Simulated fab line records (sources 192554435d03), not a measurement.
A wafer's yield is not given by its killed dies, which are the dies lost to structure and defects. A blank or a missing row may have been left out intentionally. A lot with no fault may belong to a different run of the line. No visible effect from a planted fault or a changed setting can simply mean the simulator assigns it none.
Which tool did it?	flow n5_finfet	30 wafers from 10 lots sampled at 3 of the route's 1938 steps

== WHAT THE GAUGES READ, wafer by wafer ==
N5_FIN_SAQP_CD_MEAS_16: the cd target is 35.6 nm.
lot	measured	on	cd_nm (nm)
L076	day 2 09:41	cd_sem-02	35.1 36.0 34.5
L079	day 3 03:15	cd_sem-03	36.1 35.8 36.2
L081	day 3 16:23	cd_sem-03	34.7 35.8 35.4
L083	day 4 04:43	cd_sem-01	35.4 35.0 35.2
L085	day 4 16:15	cd_sem-03	35.3 35.4 35.2
L087	day 5 06:17	cd_sem-03	35.7 35.7 35.8
L089	day 5 16:10	cd_sem-01	35.6 35.7 35.5
L091	day 6 03:59	cd_sem-01	34.6 34.8 35.1
L094	day 6 21:49	cd_sem-03	35.0 35.3 35.7
L096	day 7 10:23	cd_sem-03	34.6 35.4 35.5

== TOOL THAT RAN EACH LOT (tool first, then ch and the chambers of the sampled wafers, then the start) ==
lot	N5_FIN_SAQP_ALD_61	N5_FIN_SAQP_DENSIFY_62
L076	ald_sin-01 ch 1,2,3, day 2 08:26	rtp_anneal-01 ch 0, day 2 08:40
L079	ald_sin-01 ch 0,1,2, day 3 02:11	rtp_anneal-01 ch 0, day 3 02:25
L081	ald_sin-03 ch 0,2,3, day 3 15:11	rtp_anneal-01 ch 0, day 3 15:24
L083	ald_sin-01 ch 1,2, day 4 03:29	rtp_anneal-02 ch 0, day 4 03:41
L085	ald_sin-04 ch 0,3, day 4 15:01	rtp_anneal-01 ch 0, day 4 15:15
L087	ald_sin-01 ch 0,1,3, day 5 05:05	rtp_anneal-02 ch 0, day 5 05:17
L089	ald_sin-03 ch 0,1,2, day 5 15:04	rtp_anneal-01 ch 0, day 5 15:17
L091	ald_sin-01 ch 0,2, day 6 02:37	rtp_anneal-01 ch 0, day 6 03:02
L094	ald_sin-03 ch 0,2,3, day 6 20:37	rtp_anneal-01 ch 0, day 6 20:50
L096	ald_sin-03 ch 0,1,2, day 7 09:12	rtp_anneal-02 ch 0, day 7 09:24
- N5_FIN_SAQP_ALD_61: deposits SiO2, target thk 4 nm, pulse time 1 s, purge time 2 s.
- N5_FIN_SAQP_DENSIFY_62: time 60 s.

== THE ANSWER, worked out from the rows above alone ==
Rule: the usual values come from the lots themselves. Put in order of their means at a reading, lots are off if they are a third of the lots or fewer, leave a main group of 4 or more, and stand apart from it by a gap of 3 or more times the standard deviation of the main group's means; of several such gaps the widest counts. Not used: any main group whose means are identical at the precision the tables above print for the reading. A lot without any number at a reading at which 4 lots or more have one is off too. All remaining lots with rows at the step are treated as sound.
No lot is off on any of the readings shown, so nothing can be concluded from this.

== WHAT THE SIMULATOR HAD PUT IN ==
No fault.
